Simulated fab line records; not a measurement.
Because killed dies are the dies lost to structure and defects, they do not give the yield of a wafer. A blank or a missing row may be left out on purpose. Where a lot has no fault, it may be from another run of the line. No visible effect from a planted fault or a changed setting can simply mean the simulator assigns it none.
Matching of chambers | flow n5_finfet | N5_BEOL_M6_CURE_75 on uv_cure-02 has 3 sister chambers
The step cures SiCOH lowk, time 120 s. 6 wafers are shown with their chamber, then 8 later ones without.

## WAFERS WITH THEIR CHAMBER
wafer  | chamber | wafer_temp_C_max | lamp_power_pct (%)
L082.5 | 0       | 371.1            | 52.24
L082.6 | 0       | 371.7            | 52.40
L089.4 | 1       | 370.3            | 52.32
L089.6 | 1       | 370.6            | 52.29
L090.3 | 2       | 370.9            | 52.39
L094.1 | 2       | 370.9            | 52.35

## WAFERS WITHOUT THEIR CHAMBER
wafer  | wafer_temp_C_max | lamp_power_pct (%)
L094.2 | 371.2            | 52.31
L094.5 | 370.9            | 52.31
L096.1 | 370.9            | 52.25
L096.2 | 371.2            | 52.25
L096.6 | 371.3            | 52.33
L095.1 | 370.9            | 52.26
L095.2 | 370.7            | 52.32
L095.5 | 371.4            | 52.40

## EACH ONE'S CHAMBER
wafer  | from the rows above          | in truth
L094.2 | can't be placed: 0 or 2 or 1 | 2
L094.5 | can't be placed: 2 or 1 or 0 | 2
L096.1 | can't be placed: 2 or 1 or 0 | 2
L096.2 | can't be placed: 0 or 2 or 1 | 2
L096.6 | can't be placed: 0 or 2      | 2
L095.1 | can't be placed: 2 or 1 or 0 | 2
L095.2 | can't be placed: 1 or 2 or 0 | 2
L095.5 | can't be placed: 0 or 2      | 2
Correct placement for 0 of the 8. These rows do not allow placing 8 (true chamber among the candidates in 8). 0 placed wrongly.
How it was worked out, from the rows above alone: a wafer's distance from a chamber is the root of the sum, over the readings, of the square of ((its reading less the chamber's mean) divided by the reading's scatter). If the next closest chamber is less than 2 further off than the closest, the wafer can't be placed; otherwise it belongs to the closest. The mean given for a chamber averages the wafers shown for that chamber. The scatter is the square root of a quotient: the sum, over the shown wafers, of each reading's squared deviation from its chamber's mean, divided by wafers minus chambers.
